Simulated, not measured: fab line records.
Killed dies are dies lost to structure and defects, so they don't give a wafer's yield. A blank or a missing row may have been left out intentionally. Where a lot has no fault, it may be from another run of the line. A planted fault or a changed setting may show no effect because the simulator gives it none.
Matching of chambers || flow nand_harc || NHARC_A_WL_FILL_ETCHBACK_26 on rie_si-05 has 4 sister chambers
The step etches the open film in HBr, target depth 52 nm, time 13.3 s. 4 wafers are shown with their chamber, then 10 later ones without.

== EACH WAFER AND ITS CHAMBER ==
{"wafer": "L080.6", "chamber": 1, "drypump_motor_current_A (A)": 6.4}
{"wafer": "L084.2", "chamber": 2, "drypump_motor_current_A (A)": 5.5}
{"wafer": "L090.1", "chamber": 0, "drypump_motor_current_A (A)": 6.4}
{"wafer": "L090.4", "chamber": 3, "drypump_motor_current_A (A)": 6.2}

== WAFERS WITH NO CHAMBER GIVEN ==
{"wafer": "L090.5", "drypump_motor_current_A (A)": 5.5}
{"wafer": "L091.2", "drypump_motor_current_A (A)": 6.2}
{"wafer": "L091.4", "drypump_motor_current_A (A)": 5.5}
{"wafer": "L091.5", "drypump_motor_current_A (A)": 5.5}
{"wafer": "L094.1", "drypump_motor_current_A (A)": 6.5}
{"wafer": "L094.2", "drypump_motor_current_A (A)": 6.2}
{"wafer": "L094.5", "drypump_motor_current_A (A)": 6.2}
{"wafer": "L097.1", "drypump_motor_current_A (A)": 6.5}
{"wafer": "L097.3", "drypump_motor_current_A (A)": 6.2}
{"wafer": "L097.6", "drypump_motor_current_A (A)": 6.4}

== EACH ONE'S CHAMBER ==
{"wafer": "L090.5", "from the rows above": 2, "in truth": 2}
{"wafer": "L091.2", "from the rows above": 3, "in truth": 3}
{"wafer": "L091.4", "from the rows above": 2, "in truth": 2}
{"wafer": "L091.5", "from the rows above": 2, "in truth": 2}
{"wafer": "L094.1", "from the rows above": "can't be placed: 0 or 1", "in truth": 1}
{"wafer": "L094.2", "from the rows above": 3, "in truth": 3}
{"wafer": "L094.5", "from the rows above": 3, "in truth": 3}
{"wafer": "L097.1", "from the rows above": "can't be placed: 0 or 1", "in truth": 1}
{"wafer": "L097.3", "from the rows above": 3, "in truth": 3}
{"wafer": "L097.6", "from the rows above": "can't be placed: 0 or 1", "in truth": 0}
Correct placement for 7 of the 10. These rows do not allow placing 3 (true chamber among the candidates in 3). Number placed wrongly: 0.
How it was worked out, from the rows above alone: a wafer's distance from a chamber is the root of the sum, over the readings, of the square of ((its reading less the chamber's mean) divided by the reading's scatter). The wafer belongs to the nearest chamber; if the next one is less than 2 further off, it can't be placed. For every chamber, the mean is computed from those of its wafers that are shown. The scatter: root of mean squared gap, hidden wafer to nearest shown wafer, with one shown wafer a chamber.
